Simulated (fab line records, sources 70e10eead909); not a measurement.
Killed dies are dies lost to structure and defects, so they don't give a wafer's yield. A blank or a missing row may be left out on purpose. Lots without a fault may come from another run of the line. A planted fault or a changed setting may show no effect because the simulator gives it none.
One fault seen from 2 desks | flow nand_harc | each desk has only its own numbers; what lay behind them comes last

THE METROLOGY DESK
What the gauges read, lot by lot, whatever tool the lot ran on: means of the sampled wafers that have a number. A lot is out of limits, marked OUT, if its mean lies more than 4 standard deviations from the usual mean; the brackets give that distance.
Columns: A = thk_nm at NHARC_P_BONDPAD_THK_MEAS_33, usual 199.8 nm
lot  | first seen here | A
L202 | day 6 21:17     | 200.4
L206 | day 8 00:11     | 199.9
L207 | day 8 18:33     | 199.3
L208 | day 9 00:20     | 199.5
L220 | day 13 23:23    | 200.9
L221 | day 14 08:41    | 199.7
This desk's finding: nothing out of limits on any of the 6 lots.

THE TOOL OWNER'S DESK: krf_scanner-03
The tool's own readings at NHARC_P_BONDPAD_EXPOSE_06 (exposes mask P BPAD): means of the sampled wafers that have a number, for each lot that ran on this tool. A lot is out of limits, marked OUT, if its mean lies more than 4 standard deviations from the usual mean; the brackets give that distance.
Columns: A = exposure_dose_mJ_cm2 at NHARC_P_BONDPAD_EXPOSE_06, usual 37.03
lot  | first seen here | A
L206 | day 8 00:28     | 37.10
L207 | day 8 18:51     | 39.26 (+45) OUT
L208 | day 9 00:38     | 38.88 (+37) OUT
This desk's finding: out of limits on L207, L208; first on L207, day 8 18:51 (exposure_dose_mJ_cm2 at NHARC_P_BONDPAD_EXPOSE_06). In limits: L206.

PUT TOGETHER
The tool owner's desk could have raised an alarm at day 8 18:51, on L207, L208.
The metrology desk saw nothing out of limits.
The metrology desk has L207, L208 on record, within its limits.
Of the lots named, all ran NHARC_P_BONDPAD_EXPOSE_06 on krf_scanner-03.

WHAT THE SIMULATOR HAD PUT IN
Process parameter drift: krf_scanner-03, from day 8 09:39 on, at NHARC_P_BONDPAD_EXPOSE_06. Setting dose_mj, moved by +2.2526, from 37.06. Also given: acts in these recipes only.
Lots struck among those shown: L207, L208.
Hours from the fault's start to each desk's first reading out of limits: the tool owner's desk, 9.
